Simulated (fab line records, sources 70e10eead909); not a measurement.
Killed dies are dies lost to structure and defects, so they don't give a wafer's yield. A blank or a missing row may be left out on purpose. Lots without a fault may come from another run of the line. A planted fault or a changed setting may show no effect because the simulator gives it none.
fab line records | flow nand_harc
record lots=13 wafers=39 last_day=32
route steps=1302 shown P_BONDPAD@377 THIN_TSV@1268 END@1302
lots that met no fault: from a run of the same line without faults
start_h: hours from the record's first day to the start of the lot's first wafer shown | wait_h: hours since the lot's step before | " the same as in the row above | L1.1+2: a row that stands for several wafers | - no value, or no start given | * or withheld: withheld | < > ~ a bound
route shown NAME@n: a module of which the file shows steps, and the number in the route of the first | usual: mean/standard deviation of fault-free wafers | same: alike in all rows | chamber/n: place in a boat | sites: the reading at each site | _std_site: their standard deviation | _edge_site: outer sites' mean less inner sites' | radius_mm: how far each site lies from the wafer's centre | mask NAME#n: copy n | behind: the tool/chamber that last shaped the wafer | hold: why the lot was held/for how many hours/how that ended | device: the transistor (n, p or np) that didn't switch | end of line: the same wafers' tests at the end of the route | a step without rows: its recipe alone | killed: dies lost to structure and defects at the first sort, not the wafer's yield | map: a wafer's dies, x killed, . not, _ none there
set.NAME: the setting as run; set.NAME@STEP: as run at that earlier step | model.NAME: the simulator's own value behind a step, which no gauge read
steps of the route over a sample of lots; a table a step, a row a wafer
services: from which hour (start_h, from the record's first day; less than 0 if before it) a tool's chamber was out of use, for how many hours, and why
## steps
# step NHARC_P_BONDPAD_PVD_27
# recipe target_thk_a=300 chamber_pressure_pa=5 power_w=5000 substrate_temp_c=30 time_s=20.49 material=Cu
# usual throttle_valve_pct=30.4/0.91
# columns lot.wafer tool chamber start_h wait_h throttle_valve_pct
L566.2 pvd_sputter-01 - 139.53 - 30.6
L566.1 " - " " 30.3
L566.6 " - " " 29.2
L565.2 pvd_sputter-03 - 140.45 - 30.9
L565.1 " - " " 30.2
L565.5 " - " " 30.3
L567.3 pvd_sputter-01 - 156.48 - 30.1
L567.2 " - " " 29.4
L567.1 " - " " 30.5
L568.2 pvd_sputter-02 - 163.96 - 30.6
L568.1 " - " " 31.2
L568.6 " - " " 30.0
L570.2 pvd_sputter-01 - 185.26 - 30.7
L570.4 " - " " 30.2
L570.5 " - " " 29.4
L572.3 pvd_sputter-03 - 202.21 - 29.5
L572.4 " - " " 30.9
L572.2 " - " " 31.8
L577.3 pvd_sputter-03 - 265.46 - 29.4
L577.4 " - " " 29.6
L577.5 " - " " 31.1
L579.3 pvd_sputter-03 - 278.78 - 31.0
L579.5 " - " " 29.4
L579.6 " - " " 29.6
L582.4 pvd_sputter-01 - 305.00 - 30.7
L582.3 " - " " 30.2
L582.1 " - " " 31.6
L584.2 pvd_sputter-01 - 321.91 - 29.9
L584.1 " - " " 29.3
L584.4 " - " " 30.6
L585.3 pvd_sputter-01 - 337.33 - 31.7
L585.4 " - " " 29.9
L585.6 " - " " 29.8
L586.2 pvd_sputter-01 - 341.28 - 31.8
L586.4 " - " " 29.8
L586.1 " - " " 30.1
L588.3 pvd_sputter-01 - 363.23 - 31.7
L588.2 " - " " 30.4
L588.4 " - " " 30.0
# step NHARC_THIN_TSV_ETCHBACK_48
# recipe target_depth_a=10285 over_etch_frac=0.3 time_s=405.17 ion_energy_ev=250 c4f8_flow_sccm=withheld ar_flow_sccm=withheld rf_w=600 bias_w=300 chemistry=C4F8/Ar
# usual oes_product_au=0.939/0.029 rf_fwd_power_W=598.8/2 rf_vpp_V=547/3.4
# columns lot.wafer tool chamber start_h wait_h oes_product_au rf_fwd_power_W rf_hours_counter_h rf_vpp_V
L565.2 rie_diel-05 1 548.53 - 0.926 601.0 5.7 551
L565.1 " 0 " " 0.904 600.8 5.6 548
L565.5 " 1 " " 0.929 599.0 - 551
L566.2 rie_diel-05 2 551.39 - 0.928 595.9 6.7 552
L566.1 " 3 " " 0.939 599.1 7.1 546
L566.6 " 2 " " 0.927 598.8 - 551
L568.1 rie_diel-05 3 562.04 - 0.921 595.1 7.5 547
L568.2 " 1 " " 0.928 601.5 6.4 551
L568.6 " 3 " " 0.931 596.2 - 546
L567.2 rie_diel-12 1 563.90 - 0.941 596.7 7.0 544
L567.1 " 2 " " 0.926 599.9 7.2 548
L567.3 " 3 " " 0.939 600.3 7.5 543
L570.2 rie_diel-12 2 611.91 - 0.915 598.6 9.4 544
L570.4 " 1 " " 0.938 598.3 9.2 545
L570.5 " 2 " " 0.927 600.1 - 547
L572.4 rie_diel-12 2 613.01 - 0.919 600.4 9.7 548
L572.2 " 3 " " 0.935 595.4 10.1 544
L572.3 " 0 " " 0.918 595.5 9.9 541
L577.4 rie_diel-05 3 695.20 - 0.942 598.2 4.9 547
L577.3 " 1 " " 0.914 599.3 4.7 552
L577.5 " 3 " " 0.927 598.4 - 547
L579.3 rie_diel-12 0 697.74 - 0.997 599.0 5.0 543
L579.6 " 3 " " 0.971 600.1 - 544
L579.5 " 0 " " 0.989 597.9 - 542
L582.1 rie_diel-12 1 707.42 - 0.909 601.4 4.5 546
L582.3 " 2 " " 0.909 598.0 4.3 546
L582.4 " 3 " " 0.931 598.7 5.4 542
L584.2 rie_diel-04 0 726.95 - 0.992 596.0 0.2 543
L584.1 " 1 " " 1.003 600.2 0.2 545
L584.4 " 3 " " 1.038 594.0 0.2 547
L586.2 rie_diel-05 0 749.21 - 0.913 600.2 8.0 550
L586.1 " 1 " " 0.917 600.6 7.8 551
L586.4 " 2 " " 0.919 602.7 7.8 551
L585.4 rie_diel-05 0 758.01 - 0.970 599.3 8.8 552
L585.3 " 2 " " 0.957 598.8 8.2 550
L585.6 " 1 " " 0.966 597.6 - 551
L588.4 rie_diel-05 3 759.18 - 0.938 598.8 8.7 547
L588.2 " 0 " " 0.922 597.5 9.0 550
L588.3 " 2 " " 0.916 601.3 8.3 551
# step NHARC_THIN_TSV_STRIP_62
# recipe power_w=1500 temp_c=250 time_s=20 chemistry=N2/H2
# usual drypump_motor_current_A=5.4/0.43 heater_power_w=347/40
# columns lot.wafer tool chamber start_h wait_h drypump_motor_current_A heater_power_w rf_hours_counter_h
L565.1 plasma_asher-02 1 548.90 - 5.8 400 12
L565.2 " 0 " " 5.0 309 12
L565.5 " 1 " " 5.8 394 -
L566.2 plasma_asher-02 0 551.75 - 5.1 302 12
L566.1 " 1 " " 5.8 405 12
L566.6 " 1 " " 5.8 401 -
L568.1 plasma_asher-02 0 562.36 - 5.1 312 14
L568.2 " 1 " " 5.8 390 14
L568.6 " 0 " " 5.1 304 -
L567.1 plasma_asher-01 0 564.22 - 4.8 331 7
L567.2 " 1 " " 5.9 350 7
L567.3 " 0 " " 4.8 324 -
L570.2 plasma_asher-01 1 612.30 - 5.9 353 15
L570.4 " 1 " " 5.9 351 -
L570.5 " 1 " " 5.9 349 -
L572.2 plasma_asher-02 0 613.36 - 5.1 315 23
L572.3 " 1 " " 5.8 414 -
L572.4 " 0 " " 5.0 305 -
L577.3 plasma_asher-02 1 695.57 - 5.8 421 -
L577.4 " 0 " " 5.1 304 -
L577.5 " 1 " " 5.8 401 -
L579.3 plasma_asher-02 0 698.13 - 5.1 300 -
L579.5 " 1 " " 5.8 410 -
L579.6 " 0 " " 5.0 302 -
L582.1 plasma_asher-02 1 707.78 - 5.8 413 9
L582.4 " 1 " " 5.8 427 -
L582.3 " 0 " " 5.0 305 -
L584.2 plasma_asher-02 1 727.30 - 5.8 423 14
L584.1 " 0 " " 5.1 295 14
L584.4 " 0 " " 5.1 300 -
L586.1 plasma_asher-02 1 749.57 - 5.8 418 16
L586.2 " 0 " " 5.1 294 16
L586.4 " 0 " " 5.0 305 -
L585.3 plasma_asher-01 0 758.41 - 4.8 325 -
L585.4 " 1 " " 5.9 346 -
L585.6 " 1 " " 5.8 342 -
L588.2 plasma_asher-01 0 759.56 - 4.9 325 12
L588.4 " 1 " " 5.9 345 -
L588.3 " 0 " " 4.9 328 -
# step NHARC_THIN_TSV_CD_MEAS_33
# recipe target_cd_nm=5000 landing_energy_ev=500
# usual cd_nm=5000.3/2.5
# columns lot.wafer tool chamber start_h wait_h cd_nm
L565.1 cd_sem-01 0 552.19 - 5002.4
L565.2 " 0 " " 5000.3
L565.5 " 0 " " 5001.7
L566.1 cd_sem-01 0 554.97 - 5000.6
L566.2 " 0 " " 4996.0
L566.6 " 0 " " 4997.8
L568.1 cd_sem-02 0 565.92 - 4999.0
L568.2 " 0 " " 4999.0
L568.6 " 0 " " 5000.3
L567.1 cd_sem-01 0 567.50 - 5001.7
L567.2 " 0 " " 5002.3
L567.3 " 0 " " 5001.5
L570.2 cd_sem-01 0 617.18 - 5003.0
L570.4 " 0 " " 4997.8
L570.5 " 0 " " 5002.8
L572.2 cd_sem-02 0 617.76 - 5000.6
L572.3 " 0 " " 5003.4
L572.4 " 0 " " 5004.4
L577.3 cd_sem-01 0 698.71 - 5002.8
L577.4 " 0 " " 4999.9
L577.5 " 0 " " 5002.1
L579.3 cd_sem-02 0 701.36 - 5005.1
L579.5 " 0 " " 5001.5
L579.6 " 0 " " 5003.9
L582.1 cd_sem-03 0 711.08 - 5003.6
L582.3 " 0 " " 4999.5
L582.4 " 0 " " 5001.6
L584.1 cd_sem-02 0 730.63 - 4996.8
L584.2 " 0 " " 4999.3
L584.4 " 0 " " 5002.6
L586.1 cd_sem-02 0 752.86 - 4994.2
L586.2 " 0 " " 4997.6
L586.4 " 0 " " 4999.7
L585.3 cd_sem-01 0 761.54 - 4998.5
L585.4 " 0 " " 5000.4
L585.6 " 0 " " 5002.1
L588.2 cd_sem-01 0 762.87 - 5002.2
L588.3 " 0 " " 5001.0
L588.4 " 0 " " 5001.0
# step NHARC_END_SORT_01
# recipe temp_c=25
# usual defect_limited_yield=90/3.8 killed_at_array=61/26 killed_at_other=0.8/1.1 killed_at_periphery=4.0/2.6 killed_dies=66/26 killed_open=3.1/1.7 killed_short=2.5/1.5
# same gross_dies=677
# columns lot.wafer tool chamber start_h wait_h defect_limited_yield[%] killed_at_array killed_at_other killed_at_periphery killed_dies killed_open killed_short
L567.1 prober-02 0 575.51 2.5 85 100 0 1 101 1 1
L567.2 prober-02 0 576.31 2.8 84 101 3 1 105 3 1
L567.3 prober-02 0 577.11 3.1 87 80 0 5 85 3 2
L572.2 prober-01 0 626.97 2.8 84 95 0 10 105 0 3
L572.3 prober-01 0 627.76 3.1 82 116 0 5 121 6 2
L572.4 prober-01 0 628.56 3.4 84 99 0 8 107 3 3
L579.3 prober-02 0 712.20 3.1 85 94 1 6 101 5 3
L579.5 prober-02 0 713.79 3.7 74 97 0 76 173 4 1
L579.6 prober-02 0 714.58 4.0 86 92 0 3 95 0 3
L577.3 prober-02 0 719.99 3.1 90 64 1 1 66 2 5
L577.4 prober-02 0 720.79 3.4 79 66 0 77 143 2 3
L577.5 prober-02 0 721.58 3.7 91 58 1 2 61 4 4
# killed by level:class
L567.1 A_CHANNEL_HOLE_D1:chamber_film_flake=36 A_CHANNEL_HOLE_D2:chamber_film_flake=27 A_SLIT:chamber_film_flake=26 A_SGD_CUT:chamber_film_flake=5 A_ONON_D2:geometric_particle:short=1 A_CHANNEL_FILL_D2:geometric_particle:open=1 P_STI:chamber_film_flake=1 A_DECK1_JOINT:chamber_film_flake=1
L567.2 A_CHANNEL_HOLE_D2:chamber_film_flake=30 A_CHANNEL_HOLE_D1:chamber_film_flake=30 A_SLIT:chamber_film_flake=21 A_SGD_CUT:chamber_film_flake=9 THIN_TSV:chamber_film_flake=3 A_STAIRCASE:chamber_film_flake=3 A_CONTACT:chamber_film_flake=3 A_DECK1_JOINT:geometric_particle:open=2
L567.3 A_CHANNEL_HOLE_D1:chamber_film_flake=23 A_SLIT:chamber_film_flake=22 A_CHANNEL_HOLE_D2:chamber_film_flake=20 A_SGD_CUT:chamber_film_flake=5 P_STI:chamber_film_flake=4 A_STAIRCASE:chamber_film_flake=4 A_ONON_D1:geometric_particle:short=1 A_CHANNEL_FILL_D2:geometric_particle:open=1
L572.2 A_CHANNEL_HOLE_D2:chamber_film_flake=28 A_SLIT:chamber_film_flake=28 A_CHANNEL_HOLE_D1:chamber_film_flake=25 P_BONDPAD:chamber_film_flake=5 A_CONTACT:chamber_film_flake=5 A_STAIRCASE:chamber_film_flake=3 P_CONTACT:chamber_film_flake=2 P_M2:chamber_film_flake=2
L572.3 A_CHANNEL_HOLE_D2:chamber_film_flake=37 A_CHANNEL_HOLE_D1:chamber_film_flake=32 A_SLIT:chamber_film_flake=31 A_CONTACT:chamber_film_flake=7 A_DECK1_JOINT:geometric_particle:open=2 P_GATE:chamber_film_flake=2 P_M0:geometric_particle:short=1 A_ONON_D1:geometric_particle:short=1
L572.4 A_SLIT:chamber_film_flake=31 A_CHANNEL_HOLE_D2:chamber_film_flake=29 A_CHANNEL_HOLE_D1:chamber_film_flake=27 P_BONDPAD:chamber_film_flake=5 A_CHANNEL_FILL_D2:chamber_film_flake=3 A_ONON_D1:geometric_particle:short=2 A_STAIRCASE:chamber_film_flake=2 P_CONTACT:geometric_particle:open=1
L579.3 A_SLIT:chamber_film_flake=31 A_CHANNEL_HOLE_D1:chamber_film_flake=27 A_CHANNEL_HOLE_D2:chamber_film_flake=23 A_CONTACT:chamber_film_flake=6 P_M0:chamber_film_flake=3 P_GATE:geometric_particle:short=1 P_M1:geometric_particle:open=1 A_CHANNEL_FILL_D1:geometric_particle:open=1
L579.5 P_BONDPAD:unspecified=72 A_SLIT:chamber_film_flake=32 A_CHANNEL_HOLE_D2:chamber_film_flake=29 A_CHANNEL_HOLE_D1:chamber_film_flake=24 A_CONTACT:chamber_film_flake=4 A_WL_FILL:geometric_particle:open=2 A_CHANNEL_FILL_D1:chamber_film_flake=2 P_GATE:geometric_particle:open=1
L579.6 A_SLIT:chamber_film_flake=35 A_CHANNEL_HOLE_D1:chamber_film_flake=34 A_CHANNEL_HOLE_D2:chamber_film_flake=17 A_CONTACT:chamber_film_flake=2 P_ZERO_WELL:geometric_particle:short=1 A_SGD_CUT:geometric_particle:short=1 A_CONTACT:geometric_particle:short=1 P_STI:chamber_film_flake=1
L577.3 A_SLIT:chamber_film_flake=23 A_CHANNEL_HOLE_D2:chamber_film_flake=13 A_CONTACT:chamber_film_flake=9 A_CHANNEL_HOLE_D1:chamber_film_flake=6 A_STAIRCASE:chamber_film_flake=6 A_SOURCE_PLATE:geometric_particle:short=1 A_CHANNEL_HOLE_D1:geometric_particle:short=1 A_CHANNEL_FILL_D1:geometric_particle:open=1
L577.4 P_BONDPAD:unspecified=77 A_SLIT:chamber_film_flake=32 A_CHANNEL_HOLE_D2:chamber_film_flake=13 A_CHANNEL_HOLE_D1:chamber_film_flake=6 A_CONTACT:chamber_film_flake=5 A_CHANNEL_FILL_D1:geometric_particle:short=2 A_CHANNEL_FILL_D2:chamber_film_flake=2 A_STAIRCASE:chamber_film_flake=2
L577.5 A_SLIT:chamber_film_flake=26 A_CHANNEL_HOLE_D2:chamber_film_flake=9 A_CHANNEL_HOLE_D1:chamber_film_flake=5 A_STAIRCASE:chamber_film_flake=5 A_CONTACT:chamber_film_flake=4 P_GATE:geometric_particle:short=1 A_ONON_D1:geometric_particle:open=1 A_CHANNEL_FILL_D1:geometric_particle:open=1
## services
# columns tool chamber start_h hours kind
plasma_asher-02 - 137.85 4.1 repair
plasma_asher-02 - 144.74 9.0 pm
pvd_sputter-01 - 158.12 1.4 repair
pvd_sputter-01 - 226.03 10.0 pm
rie_diel-05 - 229.60 9.0 pm
rie_diel-12 - 268.40 9.0 pm
rie_diel-12 2 288.87 6.6 repair
plasma_asher-02 - 321.74 9.0 pm
rie_diel-05 0 364.54 1.2 repair
pvd_sputter-01 - 404.03 10.0 pm
rie_diel-05 - 406.60 9.0 pm
rie_diel-12 - 445.40 9.0 pm
rie_diel-12 - 461.58 1.1 repair
rie_diel-12 1 483.84 15.0 repair
plasma_asher-02 - 498.74 9.0 pm
rie_diel-05 0 503.77 4.8 repair
rie_diel-12 2 546.67 2.7 repair
pvd_sputter-01 - 582.03 10.0 pm
rie_diel-05 - 583.60 9.0 pm
plasma_asher-02 - 593.06 2.5 repair
rie_diel-12 - 622.40 9.0 pm
plasma_asher-02 - 675.83 9.0 pm
plasma_asher-02 - 738.86 0.7 repair
plasma_asher-02 - 744.08 3.5 repair
## key
first_sign step=NHARC_END_SORT_01 reading=killed_at_periphery direction=up sigmas=28 usual=4.0 struck=76.5
effect step=NHARC_END_SORT_01 reading=defect_limited_yield direction=down sigmas=3.6 usual=90 struck=77
more_kills_born_at NHARC_P_BONDPAD_PVD_27@pvd_sputter-03=149
met_at NHARC_P_BONDPAD_PVD_27
struck_lots L577,L579
struck_wafers L577.4,L579.5
not_acting_at NHARC_THIN_TSV_ETCHBACK_48,NHARC_THIN_TSV_STRIP_62,NHARC_THIN_TSV_CD_MEAS_33
onset_between 202.21 265.46
fault kind=chamber_particle_source tool=pvd_sputter-03 chamber=- onset_h=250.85 steps=NHARC_P_BONDPAD_PVD_27 rate_per_visit_cm2=0.66529 end_h=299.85 scope=struck_wafers_only
